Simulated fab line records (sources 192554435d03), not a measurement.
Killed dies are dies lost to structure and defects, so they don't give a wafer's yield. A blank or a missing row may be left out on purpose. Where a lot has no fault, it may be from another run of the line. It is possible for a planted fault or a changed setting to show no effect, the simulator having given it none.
A lot that was struck, set against a sound lot + flow n5Finfet + 15 steps out of a route of 1938
Sound: the wafers L801.1, L801.2, L801.3. Struck: wafer L809.1 (L809.5, L809.6, from the same lot, were not struck and are left out); the cause is given at the end.
For every step that has rows: the tool of each side, followed by ch and its chambers, followed by its first start. Under that, the readings that differ: sound wafers + struck wafers + difference of the means + sigmas: that difference in standard deviations of wafers without a fault.
alike: readings whose means differ by less than 2 such deviations, and words and numbers that are the same on both sides. not compared: withheld readings, readings that some wafer has no value for, bounds like >300 that may hide the same value, and numbers for which the record gives no deviation and whose values overlap.
A row with sigmas, a row that says differs or no value, or rows on one side alone: a step with any of these is where the two part. Numbers that have no deviation but don't overlap get no sigmas and don't part them. A reading that every wafer of one side lacks parts them only if that side has two wafers or more.

first, 3 steps without rows for these wafers: N5_BEOL_M4_DESCUM_33 (chemistry O2, time 7 s); N5_BEOL_M4_ETCH_77 (etches underlayer in N2/H2, target depth 6.5 nm, time 5.2 s); N5_BEOL_M4_ETCH_69 (etches SiARC in CF4, target depth 15.6 nm, time 26 s).
N5_BEOL_M4_ALD_98: deposits SiO2, target thk 2.5 nm, pulse time 1 s, co reactant pulse time 1 s.
  sound on aldSin-03 ch 0,1,2, day 8 02:23; struck on aldSin-04 ch 2, day 10 10:19
| reading            | sound       | struck | difference | sigmas |
|--------------------|-------------|--------|------------|--------|
| sinceWetCleanH (h) | 360 360 360 | 219    | -141       |        |
  alike: heaterPowerW, precursorPulseHeightRel, susceptorTempC
then, 4 steps without rows for these wafers: N5_BEOL_M4_ETCHBACK_99 (etches SiO2 in CHF3, target depth 5 nm, time 10.4 s); N5_BEOL_M4_ETCH_70 (etches SOC in N2/H2, target depth 80 nm, overetch 24 nm, time 130 s); N5_BEOL_M4_STRIP_71 (strips in N2/H2); N5_BEOL_M4_STRIP_78 (strips in N2/H2).
N5_BEOL_M4_VIA_ETCH_34: etches the open film in C4F6/O2, target depth 69.4 nm, time 65.9 s.
  sound on rieDiel-04 ch 1,2,3, day 8 04:37; struck on rieDiel-04 ch 1, day 10 18:48
| reading             | sound    | struck | difference | sigmas |
|---------------------|----------|--------|------------|--------|
| rfHoursCounterH (h) | 40 77 59 | 97     | +38        |        |
  alike: drypumpMotorCurrentA, oesProductAu, rfVppV, showerheadPlenumPTorr, throttleValvePct
then, 1 step without rows for these wafers: N5_BEOL_M4_STRIP_83 (strips in C4F6/O2).
N5_BEOL_M4_STRIP_36: strips in N2/H2.
  sound on rieDiel-04 ch 1,2,3, day 8 04:41; struck on rieDiel-04 ch 1, day 10 18:53
| reading             | sound    | struck | difference | sigmas |
|---------------------|----------|--------|------------|--------|
| rfHoursCounterH (h) | 40 77 60 | 97     | +38        |        |
  alike: drypumpMotorCurrentA, oesProductAu, rfVppV, showerheadPlenumPTorr, tempC, throttleValvePct
N5_BEOL_M4_TRENCH_ETCH_37: etches SiOC in C4F6/O2, target depth 55.555 nm, time 29.2 s.
  sound on rieDiel-04 ch 1,2,3; struck on rieDiel-04 ch 1
| reading             | sound    | struck | difference | sigmas |
|---------------------|----------|--------|------------|--------|
| rfHoursCounterH (h) | 40 77 60 | 97     | +38        |        |
  alike: drypumpMotorCurrentA, oesProductAu, rfVppV, showerheadPlenumPTorr, throttleValvePct
N5_BEOL_M4_ETCH_41: etches SiCN in CH3F/O2, target depth 29.9 nm, time 52.5 s.
  sound on rieDiel-04 ch 1,2,3, day 8 04:45; struck on rieDiel-04 ch 1, day 10 18:59
| reading                 | sound          | struck | difference | sigmas |
|-------------------------|----------------|--------|------------|--------|
| oesProductAu (a.u.)     | 0.89 0.82 0.85 | 1.15   | +0.30      | +4     |
| rfHoursCounterH (h)     | 40 77 60       | 97     | +38        |        |
| model.etch.depthNm (nm) | 20.29 20 20.29 | 34.06  | +13.87     |        |
  alike: drypumpMotorCurrentA, rfVppV, showerheadPlenumPTorr, throttleValvePct
N5_BEOL_M4_STRIP_97: strips in N2/H2, time 10 s.
  sound on rieDiel-04 ch 1,2,3; struck on rieDiel-04 ch 1
| reading             | sound    | struck | difference | sigmas |
|---------------------|----------|--------|------------|--------|
| rfHoursCounterH (h) | 40 77 60 | 97     | +38        |        |
  alike: drypumpMotorCurrentA, oesProductAu, rfVppV, showerheadPlenumPTorr, tempC, throttleValvePct
N5_BEOL_M4_RC_MEAS_101:
  sound on prober-02 ch 0, day 8 10:04; struck on prober-01 ch 0, day 10 23:29
  alike: DIBL_N, DIBL_P, IOFF_N, IOFF_P, ION_N, ION_P, SS_N, SS_P, VT_N, VT_P

== WHERE THEY PART ==
Within this record, at N5_BEOL_M4_ETCH_41 only. Later steps at which nothing parts them and some readings are alike: N5_BEOL_M4_STRIP_97, N5_BEOL_M4_RC_MEAS_101.

WHY: what the simulator had put in
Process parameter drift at N5_BEOL_M4_ETCH_41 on rieDiel-04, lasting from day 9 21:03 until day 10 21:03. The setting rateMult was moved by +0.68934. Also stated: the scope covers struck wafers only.
